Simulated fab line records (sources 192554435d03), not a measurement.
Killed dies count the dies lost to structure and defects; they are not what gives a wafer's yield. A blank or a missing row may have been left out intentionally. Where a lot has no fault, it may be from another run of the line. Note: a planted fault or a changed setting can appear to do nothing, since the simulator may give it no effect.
Lot-split experiment -- flow n5 finfet -- on a route of 1938 steps: 7 lots, 21 wafers read

## ABOUT THE SPLIT
At N5_WELL_APT_COAT_02 (resist thk 950 nm), the setting spin rpm was moved away from the recipe's 1357 rpm on 8 of the 21 wafers read, by -5.6% to +11.0%. For the rest of the wafers, this setting stayed at what the recipe calls for.

The split's own step is where the reading is taken.

## THE READING
coat_of_WELL_APT_COAT_02.thk nm (the simulator's own value, which no gauge read), in nm, at N5_WELL_APT_COAT_02 (resist thk 950 nm). The file gives no usual value for it. Average 947.1 nm, standard deviation 1.3 nm, over the 13 wafers here run with the recipe.

wafer,"tool, chamber at the split","spin rpm as run, rpm",against the recipe,"coat_of_WELL_APT_COAT_02.thk nm, nm",against lot-mates on the recipe
L075.1,"litho track-04, 0",1357,recipe,946.1,-
L075.3,"litho track-04, 0",1357,recipe,947.6,-
L075.6,"litho track-04, 0",1357,recipe,948,-
L080.1,"litho track-04, 0",1357,recipe,948.9,-
L080.2,"litho track-04, 0",1357,recipe,949.3,-
L080.4,"litho track-04, 0",1357,recipe,947,-
L082.2,"litho track-04, 0",1399,+3.1%,931.8,-16.0
L082.4,"litho track-04, 0",1399,+3.1%,930.4,-17.4
L082.6,"litho track-04, 0",1357,recipe,947.8,-
L091.2,"litho track-01, 0",1357,recipe,948,-
L091.3,"litho track-01, 0",1506,+11.0%,902.8,-45.2
L091.4,"litho track-01, 0",1506,+11.0%,901,-47.0
L095.2,"litho track-04, 0",1357,recipe,945,-
L095.3,"litho track-04, 0",1357,recipe,946.9,-
L095.4,"litho track-04, 0",1357,recipe,945.7,-
L096.1,"litho track-01, 0",1357,recipe,947.3,-
L096.4,"litho track-01, 0",1281,-5.6%,974.9,+27.6
L096.5,"litho track-01, 0",1281,-5.6%,972.9,+25.6
L097.1,"litho track-04, 0",1400,+3.2%,931.4,-13.8
L097.2,"litho track-04, 0",1400,+3.2%,930.1,-15.1
L097.3,"litho track-04, 0",1357,recipe,945.2,-

FIT RESULTS
A straight line over all 21 wafers: coat_of_WELL_APT_COAT_02.thk nm changes by -4.36 nm for each +1% of spin rpm; r = -0.99; the points scatter about the line by 2 nm.
The same after taking each lot's own level away (the mean of its wafers on the recipe; 21 wafers): -4.39 nm for each +1%; r = -1.00; scatter 1.6 nm.
The reading moves by 48 nm for the largest change in spin rpm, on that fit.
The span of the lots' own levels, 945.20 to 948.40 nm, comes to 2.5 times the standard deviation stated above.
The two slopes agree, so the slope changes little with the lot-to-lot level.
Check: with one of the wafers moved furthest among these (+11.0%) left out of the fit, the line predicts -49.8 nm for it against its lot-mates. Against them it came out at -45.2 nm.

## FILE'S OWN FIT
coat_of_WELL_APT_COAT_02.thk nm changes by -4.39 nm for each +1% of spin rpm, r = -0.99.
